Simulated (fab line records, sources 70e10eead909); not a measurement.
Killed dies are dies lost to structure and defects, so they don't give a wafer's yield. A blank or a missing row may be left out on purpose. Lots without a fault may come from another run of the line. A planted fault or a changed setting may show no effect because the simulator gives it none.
Which tool did it? | flow nand_harc | 13 lots, 39 wafers sampled, at 1 step of a route of 1159

WHAT THE GAUGES READ, wafer by wafer
NHARC_A_M1_CD_MEAS_09: target cd 120 nm.
lot  | measured     | on        | cd_nm (nm)
L155 | day 18 16:31 | cd_sem-03 | 120.6 120.2 121.2
L157 | day 18 16:41 | cd_sem-02 | 119.8 119.1 120.4
L159 | day 19 06:38 | cd_sem-01 | 120.7 121.1 121.1
L158 | day 19 11:10 | cd_sem-03 | 119.2 119.5 118.9
L161 | day 20 04:37 | cd_sem-02 | 119.9 119.7 119.1
L163 | day 20 08:55 | cd_sem-01 | 120.2 120.1 119.5
L166 | day 20 23:29 | cd_sem-02 | 121.2 120.0 120.0
L167 | day 21 00:18 | cd_sem-02 | 120.5 120.0 119.9
L169 | day 21 17:18 | cd_sem-02 | 119.8 119.5 119.2
L173 | day 22 21:10 | cd_sem-01 | 119.9 120.1 120.1
L175 | day 22 23:13 | cd_sem-01 | 120.1 120.2 119.7
L174 | day 23 01:55 | cd_sem-02 | 121.0 121.0 120.2
L176 | day 23 07:39 | cd_sem-03 | 120.5 120.0 120.0

WHICH TOOL RAN EACH LOT (tool, then ch and the chambers of the sampled wafers, then the start)
The record holds no process step before these readings.

WHAT THE TOOLS THEMSELVES READ (means of the sampled wafers that have a number; where no wafer has one, the mark that the record gives instead)
The record holds no such reading with a usual standard deviation.

THE ANSWER, worked out from the rows above alone
Rule: what is usual is taken from the lots themselves. Put in order of their means at a reading, lots are off if they are a third of the lots or fewer, leave a main group of 4 or more, and stand apart from it by a gap of 3 or more times the standard deviation of the main group's means; of several such gaps the widest counts. A main group whose means are all the same, to the digits that the tables above print for the reading, isn't used. A lot without any number at a reading at which 4 lots or more have one is off too. The other lots that the step has rows for count as sound. The gauges are gone through in route order, then the tools' own readings, and for those a lot's mean is taken as printed above. The first step at which some lot is off is used, and at that step the reading that is off furthest; a lot without a number counts as furthest.
No lot is off at any reading shown: from this, nothing can be told.

WHAT THE SIMULATOR HAD PUT IN
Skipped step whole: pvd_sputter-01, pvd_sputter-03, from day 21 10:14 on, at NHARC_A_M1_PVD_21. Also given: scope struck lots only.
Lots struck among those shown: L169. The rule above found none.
